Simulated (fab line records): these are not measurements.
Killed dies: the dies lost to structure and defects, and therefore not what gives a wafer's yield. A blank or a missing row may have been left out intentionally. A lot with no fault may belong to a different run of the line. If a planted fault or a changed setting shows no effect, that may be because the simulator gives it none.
A lot that was struck, set against a sound lot / flow nand_harc / 12 out of 1302 route steps
Sound: wafers L850.1, L850.5, L850.6. Struck: wafer L865.4 (left out: L865.1, a lot-mate that was not struck); the cause follows at the end.
At each step with rows: each side's tool, then ch and its chambers, then its first start. Under that, the readings that differ: sound wafers / struck wafers / difference of the means / sigmas: that difference in standard deviations of wafers without a fault.
alike: a reading whose means differ by less than 2 such deviations, as well as words and numbers matching on both sides. not compared: withheld readings; readings where some wafer has no value; bounds like >300 that might hide an equal value; numbers whose values overlap and for which the record gives no deviation.
The two part at a step that has a row with sigmas, a row that says differs or no value, or rows on one side only. Numbers that have no deviation but don't overlap get no sigmas and don't part them. A reading missing from all wafers of one side parts the sides only when that side holds two or more wafers.

first, 1 step without rows for these wafers: NHARC_A_SLIT_SRD_20.
NHARC_A_SLIT_CD_MEAS_21:
  struck on cd_sem-02, day 27 17:27; sound on cd_sem-03, day 23 01:34
  alike: cd_nm
then, 3 steps without rows for these wafers: NHARC_A_SIN_REMOVE_WET_00 (chemistry H3PO4, time 15300 s); NHARC_A_SIN_REMOVE_PRECLEAN_01 (cleans in SC1); NHARC_A_SIN_REMOVE_SRD_02.
NHARC_A_SIN_REMOVE_INSPECT_04:
  struck on defect_inspect-01, day 28 00:04; sound on defect_inspect-02, day 23 08:10
  alike: raw_defect_count
NHARC_A_WL_FILL_ALD_00: deposits Al2O3, target thk 3 nm, pulse time 3 s, ald cycles 30.
  sound on ald_hk-04 ch 2,3, day 23 09:11; struck on ald_hk-02 ch 2, day 28 00:08
reading=heater_power_w (W); sound=434 442 471; struck=561; difference=+112; sigmas=+2
  alike: precursor_pulse_height_rel, susceptor_temp_C
  not compared: since_wet_clean_h
NHARC_A_WL_FILL_RTA_01: time 5 s.
  sound on rtp_anneal-02 ch 0, day 23 09:27; struck on rtp_anneal-01 ch 0, day 28 00:40
reading=lamp_power_pct (%); sound=31.65 31.65 31.68; struck=31.78; difference=+0.12; sigmas=+3
reading=lamp_zone_7_pct (%); sound=32.19 32.13 32.17; struck=32.28; difference=+0.12; sigmas=+3
  alike: wafer_temp_C_max
NHARC_A_WL_FILL_ALD_02: deposits TiN, target thk 2 nm, pulse time 3 s, ald cycles 100.
  sound on ald_metal-01 ch 0,3, day 23 09:40; struck on ald_metal-03 ch 3, day 28 00:53
  alike: heater_power_w, precursor_pulse_height_rel, susceptor_temp_C
  not compared: since_wet_clean_h
NHARC_A_WL_FILL_CVD_03: deposits W, target thk 40 nm, time 279 s.
  sound on cvd_w-02 ch 0,1, day 23 10:10; struck on cvd_w-02 ch 1, day 28 01:25
  alike: heater_power_w, susceptor_temp_C, throttle_valve_pct
  not compared: since_wet_clean_h
NHARC_A_WL_FILL_ETCHBACK_04: etches the open film in NF3, target depth 60 nm, time 120 s.
  sound on rie_metal-02 ch 0,1, day 23 10:29; struck on rie_metal-01 ch 0, day 28 01:47
reading=run_length_s (s); sound=141.8 141.9 141.4; struck=102.8; difference=-38.9; sigmas=-73
  alike: drypump_motor_current_A, oes_product_au
  not compared: rf_hours_counter_h
NHARC_A_WL_FILL_ETCHBACK_05: etches the open film in Cl2/BCl3, target depth 22 nm, time 60 s.
  sound on rie_metal-02 ch 0,1, day 23 10:43; struck on rie_metal-01 ch 1, day 28 02:00
reading=drypump_motor_current_A (A); sound=5.28 5.28 5.56; struck=6.04; difference=+0.67; sigmas=+2
reading=oes_product_au (a.u.); sound=1.009 1.011 1.000; struck=0.986; difference=-0.021; sigmas=-3
  alike: run_length_s
  not compared: rf_hours_counter_h

== WHERE THEY PART ==
First at NHARC_A_WL_FILL_ALD_00; last, within this record, at NHARC_A_WL_FILL_ETCHBACK_05.

WHY: the cause the simulator had injected
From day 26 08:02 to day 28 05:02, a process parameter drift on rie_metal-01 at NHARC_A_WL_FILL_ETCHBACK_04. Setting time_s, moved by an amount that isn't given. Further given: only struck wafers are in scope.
